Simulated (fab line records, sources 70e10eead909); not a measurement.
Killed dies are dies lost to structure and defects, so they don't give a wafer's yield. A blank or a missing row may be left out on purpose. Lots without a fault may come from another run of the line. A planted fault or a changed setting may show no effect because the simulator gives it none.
Which tool did it? | flow nand_harc | 12 lots, 36 wafers sampled, at 5 steps of a route of 1302

WHAT THE GAUGES READ, wafer by wafer
NHARC_A_DECK1_JOINT_INSPECT_05.
lot  | measured     | on                | raw_defect_count
L075 | day 12 16:44 | defect_inspect-02 | 237 375 170
L077 | day 14 00:20 | defect_inspect-02 | 397 404 315
L079 | day 14 10:10 | defect_inspect-02 | 386 367 191
L081 | day 15 04:25 | defect_inspect-02 | 382 190 587
L083 | day 16 06:42 | defect_inspect-02 | 359 253 296
L085 | day 16 18:55 | defect_inspect-02 | 511 501 474
L087 | day 17 07:45 | defect_inspect-01 | 242 230 262
L089 | day 18 21:14 | defect_inspect-02 | 244 413 289
L091 | day 19 08:46 | defect_inspect-02 | 264 251 313
L093 | day 20 09:35 | defect_inspect-02 | 361 309 337
L095 | day 21 04:40 | defect_inspect-02 | 132 261 195
L097 | day 21 14:49 | defect_inspect-02 | 228 269 262

WHICH TOOL RAN EACH LOT (tool, then ch and the chambers of the sampled wafers, then the start)
lot  | NHARC_P_BONDPAD_DEP_00                     | NHARC_P_BONDPAD_PRE_CLEAN_26            | NHARC_A_CHANNEL_FILL_D1_ALD_03                 | NHARC_A_CHANNEL_FILL_D1_STRIP_29
L075 | pecvd-03 ch 0,1,2, day 6 20:42             | pvd_sputter-02, day 12 16:44 or earlier | ald_sin_batch-02 ch 0, day 12 16:44 or earlier | rie_diel-06 ch 2,3, day 12 16:44 or earlier
L077 | pecvd-01 ch 0,2, day 7 14:41               | pvd_sputter-01, day 14 00:20 or earlier | ald_sin_batch-02 ch 0, day 14 00:20 or earlier | rie_diel-06 ch 1,2, day 14 00:20 or earlier
L079 | pecvd-04 ch 1,2, day 8 12:12               | pvd_sputter-01, day 14 10:10 or earlier | ald_sin_batch-02 ch 0, day 14 10:10 or earlier | rie_diel-06 ch 1,2,3, day 14 10:10 or earlier
L081 | pecvd-01 ch 0,1,2, day 15 04:25 or earlier | pvd_sputter-02, day 15 04:25 or earlier | ald_sin_batch-03 ch 0, day 15 04:25 or earlier | rie_diel-13 ch 0,1,2, day 15 04:25 or earlier
L083 | pecvd-03 ch 1,2, day 10 10:34              | pvd_sputter-02, day 16 06:42 or earlier | ald_sin_batch-01 ch 0, day 16 06:42 or earlier | rie_diel-10 ch 0,2,3, day 16 06:42 or earlier
L085 | pecvd-03 ch 0,1,2, day 16 18:55 or earlier | pvd_sputter-01, day 16 18:55 or earlier | ald_sin_batch-03 ch 0, day 16 18:55 or earlier | rie_diel-10 ch 0,1,3, day 16 18:55 or earlier
L087 | pecvd-03 ch 0,1,2, day 11 20:01            | pvd_sputter-03, day 17 07:45 or earlier | ald_sin_batch-01 ch 0, day 17 07:45 or earlier | rie_diel-13 ch 2,3, day 17 07:45 or earlier
L089 | pecvd-03 ch 0,2, day 12 23:25              | pvd_sputter-01, day 18 21:14 or earlier | ald_sin_batch-01 ch 0, day 18 21:14 or earlier | rie_diel-06 ch 1,2, day 18 21:14 or earlier
L091 | pecvd-04 ch 1,2, day 19 08:46 or earlier   | pvd_sputter-01, day 19 08:46 or earlier | ald_sin_batch-02 ch 0, day 19 08:46 or earlier | rie_diel-13 ch 0,1,2, day 19 08:46 or earlier
L093 | pecvd-03 ch 0,1, day 14 17:18              | pvd_sputter-02, day 20 09:35 or earlier | ald_sin_batch-01 ch 0, day 20 09:35 or earlier | rie_diel-06 ch 0,1, day 20 09:35 or earlier
L095 | pecvd-01 ch 0,1,2, day 15 10:43            | pvd_sputter-01, day 21 04:40 or earlier | ald_sin_batch-01 ch 0, day 21 04:40 or earlier | rie_diel-06 ch 0,3, day 21 04:40 or earlier
L097 | pecvd-01 ch 0,1,2, day 15 22:20            | pvd_sputter-01, day 21 14:49 or earlier | ald_sin_batch-01 ch 0, day 21 14:49 or earlier | rie_diel-10 ch 0,2,3, day 21 14:49 or earlier
- NHARC_P_BONDPAD_DEP_00: deposits SiCN, target thk 250 nm.
- NHARC_P_BONDPAD_PRE_CLEAN_26: time 30 s.
- NHARC_A_CHANNEL_FILL_D1_ALD_03: deposits SiNx, target thk 6 nm, pulse time 60 s, ald cycles 58.
- NHARC_A_CHANNEL_FILL_D1_STRIP_29: strips in O2, time 20 s.

THE ANSWER, worked out from the rows above alone
Rule: what is usual is taken from the lots themselves. Put in order of their means at a reading, lots are off if they are a third of the lots or fewer, leave a main group of 4 or more, and stand apart from it by a gap of 3 or more times the standard deviation of the main group's means; of several such gaps the widest counts. A main group whose means are all the same, to the digits that the tables above print for the reading, isn't used. A lot without any number at a reading at which 4 lots or more have one is off too. The other lots that the step has rows for count as sound.
No lot is off at any reading shown: from this, nothing can be told.

WHAT THE SIMULATOR HAD PUT IN
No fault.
